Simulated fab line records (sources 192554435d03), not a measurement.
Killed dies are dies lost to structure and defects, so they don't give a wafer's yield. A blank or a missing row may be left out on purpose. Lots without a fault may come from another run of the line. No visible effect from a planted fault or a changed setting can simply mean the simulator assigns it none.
Matching of chambers || flow n5Finfet || 3 sister chambers for N5_ZERO_LAYER_PECVD_02 on pecvd-01
The step deposits SiO2 from SiH4/N2O, target thk 10 nm, time 6 s. 3 wafers are shown with their chamber, then 11 later ones without.

EACH WAFER AND ITS CHAMBER
{"wafer": "L082.2", "chamber": 1, "showerheadPlenumPTorr (Torr)": 7.99}
{"wafer": "L085.3", "chamber": 2, "showerheadPlenumPTorr (Torr)": 8.05}
{"wafer": "L094.1", "chamber": 0, "showerheadPlenumPTorr (Torr)": 8.32}

WAFERS MISSING THEIR CHAMBER
{"wafer": "L094.2", "showerheadPlenumPTorr (Torr)": 8.05}
{"wafer": "L094.5", "showerheadPlenumPTorr (Torr)": 8.35}
{"wafer": "L095.2", "showerheadPlenumPTorr (Torr)": 8.06}
{"wafer": "L095.3", "showerheadPlenumPTorr (Torr)": 8.05}
{"wafer": "L095.4", "showerheadPlenumPTorr (Torr)": 8.00}
{"wafer": "L096.2", "showerheadPlenumPTorr (Torr)": 8.33}
{"wafer": "L096.3", "showerheadPlenumPTorr (Torr)": 7.97}
{"wafer": "L096.4", "showerheadPlenumPTorr (Torr)": 8.33}
{"wafer": "L097.2", "showerheadPlenumPTorr (Torr)": 7.98}
{"wafer": "L097.4", "showerheadPlenumPTorr (Torr)": 8.00}
{"wafer": "L097.5", "showerheadPlenumPTorr (Torr)": 8.33}

WHICH CHAMBER EACH ONE RAN IN
{"wafer": "L094.2", "from the rows above": 2, "in truth": 2}
{"wafer": "L094.5", "from the rows above": 0, "in truth": 0}
{"wafer": "L095.2", "from the rows above": 2, "in truth": 2}
{"wafer": "L095.3", "from the rows above": 2, "in truth": 2}
{"wafer": "L095.4", "from the rows above": 1, "in truth": 1}
{"wafer": "L096.2", "from the rows above": 0, "in truth": 0}
{"wafer": "L096.3", "from the rows above": 1, "in truth": 1}
{"wafer": "L096.4", "from the rows above": 0, "in truth": 0}
{"wafer": "L097.2", "from the rows above": 1, "in truth": 1}
{"wafer": "L097.4", "from the rows above": 1, "in truth": 1}
{"wafer": "L097.5", "from the rows above": 0, "in truth": 0}
Correctly placed: 11 of 11. From these rows, 0 cannot be placed. 0 placed wrongly.
How it was worked out, from the rows above alone: a wafer's distance from a chamber is the root of the sum, over the readings, of the square of ((its reading less the chamber's mean) divided by the reading's scatter). If the next closest chamber is less than 2 further off than the closest, the wafer can't be placed; otherwise it belongs to the closest. Each chamber's mean is taken over the wafers shown for it. The scatter (one wafer shown for each chamber): square how far every hidden wafer sits from the nearest shown wafer, average those squares and take the square root.
